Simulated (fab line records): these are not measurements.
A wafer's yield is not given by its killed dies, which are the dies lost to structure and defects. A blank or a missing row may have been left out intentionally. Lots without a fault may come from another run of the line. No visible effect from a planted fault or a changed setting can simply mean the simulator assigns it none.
Matching of chambers + flow n5-finfet + N5_BEOL_M2_ALD_84 on ald-metal-04 has 4 sister chambers
The step deposits TaN, pulse time 2 s, purge time 3 s, co reactant purge time 2 s. 4 wafers are shown with their chamber, then 7 later ones without.

WAFERS, EACH WITH ITS CHAMBER
| wafer  | chamber | heater-power-w (W) |
|--------|---------|--------------------|
| L086.4 | 1       | 444                |
| L089.3 | 0       | 401                |
| L090.2 | 3       | 537                |
| L090.3 | 2       | 369                |

WAFERS WITH NO CHAMBER GIVEN
| wafer  | heater-power-w (W) |
|--------|--------------------|
| L090.4 | 389                |
| L091.3 | 375                |
| L091.4 | 438                |
| L091.6 | 366                |
| L097.1 | 441                |
| L097.3 | 393                |
| L097.5 | 428                |

THE CHAMBER EACH PASSED THROUGH
| wafer  | from the rows above     | in truth |
|--------|-------------------------|----------|
| L090.4 | can't be placed: 0 or 2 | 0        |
| L091.3 | 2                       | 2        |
| L091.4 | 1                       | 1        |
| L091.6 | 2                       | 2        |
| L097.1 | 1                       | 1        |
| L097.3 | can't be placed: 0 or 2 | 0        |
| L097.5 | can't be placed: 1 or 0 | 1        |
Placed correctly: 4 of 7. Not placeable from these rows: 3 (in 3, the candidates include the true chamber). Number placed wrongly: 0.
How it was worked out, from the rows above alone: a wafer's distance from a chamber is the root of the sum, over the readings, of the square of ((its reading less the chamber's mean) divided by the reading's scatter). If the next closest chamber is less than 2 further off than the closest, the wafer can't be placed; otherwise it belongs to the closest. A chamber's mean is the mean of its shown wafers. The scatter: with one shown wafer a chamber, the root of the mean of the squares of how far each hidden wafer lies from its nearest shown one.
